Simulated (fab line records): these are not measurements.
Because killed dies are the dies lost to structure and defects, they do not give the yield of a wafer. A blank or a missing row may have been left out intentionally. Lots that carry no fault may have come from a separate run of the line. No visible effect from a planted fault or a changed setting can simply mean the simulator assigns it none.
What tool caused it? || flow n5 finfet || 11 lots, 33 wafers sampled, at 3 steps of a route of 1938

== WHAT THE GAUGES READ, wafer by wafer ==
N5_PASSIVATION_CD_MEAS_30: target cd 4000 nm.
{"lot": "L481", "measured": "day 11 23:05", "on": "cd sem-03", "cd nm (nm)": "4000.0 4000.3 4001.1"}
{"lot": "L480", "measured": "day 11 19:20", "on": "cd sem-03", "cd nm (nm)": "3998.3 3998.5 3999.0"}
{"lot": "L483", "measured": "day 12 00:56", "on": "cd sem-01", "cd nm (nm)": "4001.2 4000.9 4000.3"}
{"lot": "L482", "measured": "day 12 00:38", "on": "cd sem-02", "cd nm (nm)": "3999.3 4000.2 3999.0"}
{"lot": "L484", "measured": "day 12 12:04", "on": "cd sem-03", "cd nm (nm)": "4002.4 4003.6 4002.6"}
{"lot": "L485", "measured": "day 12 23:46", "on": "cd sem-02", "cd nm (nm)": "3998.0 4000.3 3999.1"}
{"lot": "L487", "measured": "day 13 05:31", "on": "cd sem-03", "cd nm (nm)": "4000.6 4002.0 4002.7"}
{"lot": "L493", "measured": "day 14 20:40", "on": "cd sem-01", "cd nm (nm)": "4001.3 4000.3 4000.7"}
{"lot": "L494", "measured": "day 15 09:53", "on": "cd sem-03", "cd nm (nm)": "4000.2 3998.7 4000.5"}
{"lot": "L499", "measured": "day 16 04:55", "on": "cd sem-03", "cd nm (nm)": "3998.0 4000.5 3999.8"}
{"lot": "L501", "measured": "day 17 16:49", "on": "cd sem-03", "cd nm (nm)": "4000.8 4003.2 4000.7"}

== TOOL THAT RAN EACH LOT (tool first, then ch and the chambers of the sampled wafers, then the start) ==
{"lot": "L481", "N5_BEOL_M7_PRE_CLEAN_45": "pvd sputter-03, day 9 01:50", "N5_PASSIVATION_DESCUM_12": "rie diel-04 ch 0,2,3, day 11 21:44"}
{"lot": "L480", "N5_BEOL_M7_PRE_CLEAN_45": "pvd sputter-02, day 9 05:05", "N5_PASSIVATION_DESCUM_12": "rie diel-05 ch 1,2,3, day 11 17:57"}
{"lot": "L483", "N5_BEOL_M7_PRE_CLEAN_45": "pvd sputter-02, day 9 06:21", "N5_PASSIVATION_DESCUM_12": "rie diel-05 ch 0,1,3, day 11 23:04"}
{"lot": "L482", "N5_BEOL_M7_PRE_CLEAN_45": "pvd sputter-02, day 9 06:31", "N5_PASSIVATION_DESCUM_12": "rie diel-06 ch 0,1,3, day 11 22:53"}
{"lot": "L484", "N5_BEOL_M7_PRE_CLEAN_45": "pvd sputter-03, day 9 21:05", "N5_PASSIVATION_DESCUM_12": "rie diel-05 ch 0,2,3, day 12 09:20"}
{"lot": "L485", "N5_BEOL_M7_PRE_CLEAN_45": "pvd sputter-03, day 10 02:41", "N5_PASSIVATION_DESCUM_12": "rie diel-04 ch 1,2,3, day 12 20:29"}
{"lot": "L487", "N5_BEOL_M7_PRE_CLEAN_45": "pvd sputter-02, day 10 05:41", "N5_PASSIVATION_DESCUM_12": "rie diel-06 ch 0,1, day 13 03:23"}
{"lot": "L493", "N5_BEOL_M7_PRE_CLEAN_45": "pvd sputter-02, day 12 04:26", "N5_PASSIVATION_DESCUM_12": "rie diel-06 ch 0,3, day 14 19:11"}
{"lot": "L494", "N5_BEOL_M7_PRE_CLEAN_45": "pvd sputter-02, day 12 15:07", "N5_PASSIVATION_DESCUM_12": "rie diel-04 ch 0,2,3, day 15 08:10"}
{"lot": "L499", "N5_BEOL_M7_PRE_CLEAN_45": "pvd sputter-01, day 13 12:58", "N5_PASSIVATION_DESCUM_12": "rie diel-04 ch 2,3, day 16 03:41"}
{"lot": "L501", "N5_BEOL_M7_PRE_CLEAN_45": "pvd sputter-01, day 14 19:33", "N5_PASSIVATION_DESCUM_12": "rie diel-05 ch 1,2,3, day 17 15:08"}
- N5_BEOL_M7_PRE_CLEAN_45: time 30 s.
- N5_PASSIVATION_DESCUM_12: chemistry O2, time 7.9 s.

== THE ANSWER, worked out from the rows above alone ==
Rule: usual is defined by the lots themselves. Put in order of their means at a reading, lots are off if they are a third of the lots or fewer, leave a main group of 4 or more, and stand apart from it by a gap of 3 or more times the standard deviation of the main group's means; of several such gaps the widest counts. If all means in a main group match to the digits the tables above print for the reading, that group is not used. Also off: a lot with no number at a reading for which 4 or more lots have one. Any other lot the step has rows for is counted as sound.
No lot is off at any reading shown: from this, nothing can be told.

== WHAT THE SIMULATOR PUT IN ==
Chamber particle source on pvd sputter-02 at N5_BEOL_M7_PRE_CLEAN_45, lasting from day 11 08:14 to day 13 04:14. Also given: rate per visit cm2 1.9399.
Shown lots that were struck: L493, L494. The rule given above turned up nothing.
